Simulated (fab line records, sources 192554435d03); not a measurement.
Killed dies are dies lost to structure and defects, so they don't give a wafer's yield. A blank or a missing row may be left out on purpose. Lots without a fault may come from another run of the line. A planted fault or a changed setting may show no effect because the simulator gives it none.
A struck lot beside a sound one | flow n5_finfet | 16 steps out of a route of 1938
Sound: wafers L804.3, L804.4, L804.6. Struck: wafer L808.1. (L808.3 of the same lot was not struck and is left out.) The cause comes at the end.
At each step with rows: each side's tool, then ch and its chambers, then its first start. Under that, the readings that differ: sound wafers | struck wafers | difference of the means | sigmas: that difference in standard deviations of wafers without a fault.
alike: readings whose means differ by less than 2 such deviations, and words and numbers that are the same on both sides. not compared: withheld readings, readings that some wafer has no value for, bounds like >300 that may hide the same value, and numbers for which the record gives no deviation and whose values overlap.
The two part at a step that has a row with sigmas, a row that says differs or no value, or rows on one side only. Numbers that don't overlap but have no deviation are shown without sigmas and don't part them. A reading that every wafer of one side lacks parts them only if that side has two wafers or more.

N5_GATE_CUT_CUT_ETCH_54: etches TiN in Cl2/BCl3, target depth 96.7 nm.
  sound on rie_metal-02 ch 0,1, day 6 07:29; struck on rie_metal-02 ch 1, day 7 17:35
  reading                | sound | struck | difference                   | sigmas
  rf_hours_counter_h (h) | - - - | 13     | no value on the sound wafers |
  alike: drypump_motor_current_A, etch_rf_on_time_s, he_backside_leak_sccm, mfc_cl2_sccm, oes_product_au, rf_fwd_power_W, throttle_valve_pct
then, 1 step without rows for these wafers: N5_GATE_CUT_CUT_ETCH_55 (etches HfO2 in BCl3, target depth 3.2 nm).
N5_GATE_CUT_ETCH_47: etches SiO2 in Cl2/BCl3, target depth 10 nm.
  sound on rie_metal-02 ch 0,1, day 6 07:34; struck on rie_metal-02 ch 1, day 7 17:41
  reading                      | sound       | struck | difference                   | sigmas
  he_backside_leak_sccm (sccm) | 3.1 3.4 3.1 | 5.9    | +2.7                         | +7
  rf_hours_counter_h (h)       | - - -       | 13     | no value on the sound wafers |
  alike: drypump_motor_current_A, mfc_cl2_sccm, oes_product_au, rf_fwd_power_W, throttle_valve_pct
then, 2 steps without rows for these wafers: N5_GATE_CUT_VAPOR_ETCH_48 (etches TiN in BCl3/Cl2); N5_GATE_CUT_VAPOR_ETCH_49 (etches TiAlC in BCl3/Cl2).
N5_GATE_CUT_VAPOR_ETCH_51: etches HfO2 in BCl3/Cl2.
  sound on rie_metal-02 ch 0,1, day 6 07:39; struck on rie_metal-02 ch 1, day 7 17:46
  alike: drypump_motor_current_A, he_backside_leak_sccm, oes_product_au
then, 3 steps without rows for these wafers: N5_GATE_CUT_STRIP_21 (strips in N2/H2, time 30 s); N5_GATE_CUT_STRIP_29 (strips in post etch residue remover, time 60 s); N5_GATE_CUT_SRD_52 (time 30 s).
N5_GATE_CUT_ALD_22: deposits SiNx, target thk 16 nm, pulse time 1 s, ald cycles 320.
  sound on ald_sin-03 ch 0,1, day 6 07:51; struck on ald_sin-01 ch 0, day 7 17:59
  alike: heater_power_w, precursor_pulse_height_rel
  not compared: since_wet_clean_h
N5_GATE_CUT_CMP_23: polishes, stops on SiO2, t overpolish 23.4 s, target thk 16 nm.
  sound on cmp-03 ch 1,2,3, day 6 09:23; struck on cmp-01 ch 2, day 7 19:28
  alike: motor_current_A, overpolish_run_s, platen_rpm, time_to_endpoint_s
N5_GATE_CUT_THK_MEAS_24:
  sound on film_metro-01, day 6 09:38; struck on film_metro-01, day 7 19:46
  alike: GC_FILL_THK
N5_GATE_CUT_CMP_43: polishes SiO2.
  sound on cmp-02 ch 2,3, day 6 09:40; struck on cmp-02 ch 2, day 7 19:52
  reading                                   | sound       | struck | difference | sigmas
  model.SiNx_of_GATE_CUT_ALD_22.thk_nm (nm) | 7.8 7.8 7.6 | 9.2    | +1.5       |
  alike: motor_current_A
then, 1 step without rows for these wafers: N5_GATE_CUT_CMP_61 (polishes, stops on SiNx, t overpolish 3 s).
-- the record jumps here: 4 days lie between the struck wafers' starts before and after (it left off in module GATE_CUT and takes up again in module BEOL_M4, whose first step shown is number 1111 of the route) --
N5_BEOL_M4_RC_MEAS_101:
  sound on prober-01 ch 0, day 10 07:38; struck on prober-02 ch 0, day 11 20:07
  alike: DIBL_N, DIBL_P, IOFF_N, IOFF_P, ION_N, ION_P, SS_N, SS_P, VT_N, VT_P
-- the record jumps here: 5 days lie between the struck wafers' starts before and after (it left off in module BEOL_M4 and takes up again in module PASSIVATION, whose first step shown is number 1936 of the route) --
N5_PASSIVATION_PROBE_49:
  sound on prober-02, day 15 04:38; struck on prober-02, day 17 06:17
  reading      | sound    | struck | difference | sigmas
  killed_short | 37 47 45 | 28     | -15        | -2
  alike: defect_limited_yield, killed_at_M0_to_M3, killed_at_M4_up, killed_at_contacts, killed_at_front_end, killed_at_other, killed_dies, killed_open, sort_bin_4_leakage, sort_bin_5_function, sort_bin_6_memory, sort_bin_8_speed, sort_n_pass, sort_yield_pct

WHERE THEY PART
First at N5_GATE_CUT_CUT_ETCH_54; last, within this record, at N5_PASSIVATION_PROBE_49.

WHY: what the simulator had put in
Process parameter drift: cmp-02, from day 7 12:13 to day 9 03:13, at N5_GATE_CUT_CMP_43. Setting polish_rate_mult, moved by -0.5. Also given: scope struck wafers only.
